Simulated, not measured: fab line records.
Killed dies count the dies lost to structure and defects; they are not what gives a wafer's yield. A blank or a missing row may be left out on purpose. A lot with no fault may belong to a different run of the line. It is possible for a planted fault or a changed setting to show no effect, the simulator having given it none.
Comparing a struck lot with a sound one || flow nand-harc || 13 steps out of a route of 1159
Sound: these wafers, L422.1, L422.2, L422.3. Wafers struck: L430.2, L430.3. Last of all comes the cause.
For every step that has rows: the tool of each side, followed by ch and its chambers, followed by its first start. Under that, the readings that differ: sound wafers || struck wafers || difference of the means || sigmas: that difference in standard deviations of wafers without a fault.
alike: readings with means less than 2 such deviations apart, plus words and numbers identical on both sides. not compared: withheld readings, readings lacking a value on some wafer, bounds such as >300 that could conceal the same value, and numbers that have no deviation in the record and whose values overlap.
Wherever a step has rows on one side only, a row that says differs or no value, or a row with sigmas, the two part there. Numbers that have no deviation but don't overlap get no sigmas and don't part them. Lack of a reading on every wafer of one side parts them only where that side has two or more wafers.

first, 1 step without rows for these wafers: NHARC_A_SLIT_SRD_20.
NHARC_A_SLIT_CD_MEAS_21:
  sound on cd-sem-03 at day 14 17:38; struck on cd-sem-03 at day 16 14:37
{"reading": "cd-nm (nm)", "sound": "288.5 287.9 288.8", "struck": "290.6 289.8", "difference": "+1.8", "sigmas": "+2"}
then, 3 steps without rows for these wafers: NHARC_A_SIN_REMOVE_WET_00 (chemistry H3PO4, time 15300 s); NHARC_A_SIN_REMOVE_PRECLEAN_01 (cleans in SC1); NHARC_A_SIN_REMOVE_SRD_02.
NHARC_A_SIN_REMOVE_INSPECT_04:
  sound on defect-inspect-02 at day 15 01:19; struck on defect-inspect-02 at day 16 22:19
  alike: raw-defect-count
NHARC_A_WL_FILL_ALD_00: deposits Al2O3, target thk 3 nm, pulse time 3 s, ald cycles 30.
  sound on ald-hk-04 ch 0,2,3, day 15 01:25; struck on ald-hk-04 ch 2,3, day 16 22:23
  alike: heater-power-outer-w, heater-power-w, precursor-pulse-height-rel
NHARC_A_WL_FILL_RTA_01: time 5 s.
  sound on rtp-anneal-01 ch 0, day 15 01:51; struck on rtp-anneal-02 ch 0, day 16 22:41
  alike: anneal-temp-c-max, lamp-power-pct, wafer_temp_C_max
NHARC_A_WL_FILL_ALD_02: deposits TiN, target thk 2 nm, pulse time 3 s, ald cycles 100.
  sound on ald-metal-03 ch 0,1,2, day 15 02:04; struck on ald-metal-03 ch 0,1, day 16 22:55
  alike: heater-power-outer-w, heater-power-w, precursor-pulse-height-rel
NHARC_A_WL_FILL_CVD_03: deposits W, target thk 40 nm, time 3302 s.
  sound on cvd-w-01 ch 0,1, day 15 05:49; struck on cvd-w-02 ch 0,1, day 17 07:24
  alike: chamber-pressure-Torr, heater-power-outer-w, heater-power-w, throttle-valve-pct
NHARC_A_WL_FILL_ETCHBACK_04: etches the open film in NF3, target depth 60 nm, time 120 s.
  sound on rie-metal-03 ch 0,1, day 15 09:08; struck on rie-metal-03 ch 1, day 17 10:43
{"reading": "run-length-s (s)", "sound": "142.1 140.9 141.8", "struck": "149.6 149.9", "difference": "+8.2", "sigmas": "+22"}
  alike: chamber-pressure-mTorr, drypump-motor-current-A, oes-product-au
  not compared: rf-hours-counter-h
NHARC_A_WL_FILL_ETCHBACK_05: etches the open film in Cl2/BCl3, target depth 22 nm, time 60 s.
  sound on rie-metal-03 ch 0,1, day 15 09:22; struck on rie-metal-03 ch 0,1, day 17 10:57
  alike: chamber-pressure-mTorr, drypump-motor-current-A, oes-product-au, run-length-s, temp-c
  not compared: rf-hours-counter-h
after that, 1 step had no rows for these wafers: NHARC_END_SORT_01.

== WHERE THEY PART ==
First at NHARC_A_SLIT_CD_MEAS_21; last, within this record, at NHARC_A_WL_FILL_ETCHBACK_04. Later steps at which nothing parts them and some readings are alike: NHARC_A_WL_FILL_ETCHBACK_05.

WHY: the cause the simulator had injected
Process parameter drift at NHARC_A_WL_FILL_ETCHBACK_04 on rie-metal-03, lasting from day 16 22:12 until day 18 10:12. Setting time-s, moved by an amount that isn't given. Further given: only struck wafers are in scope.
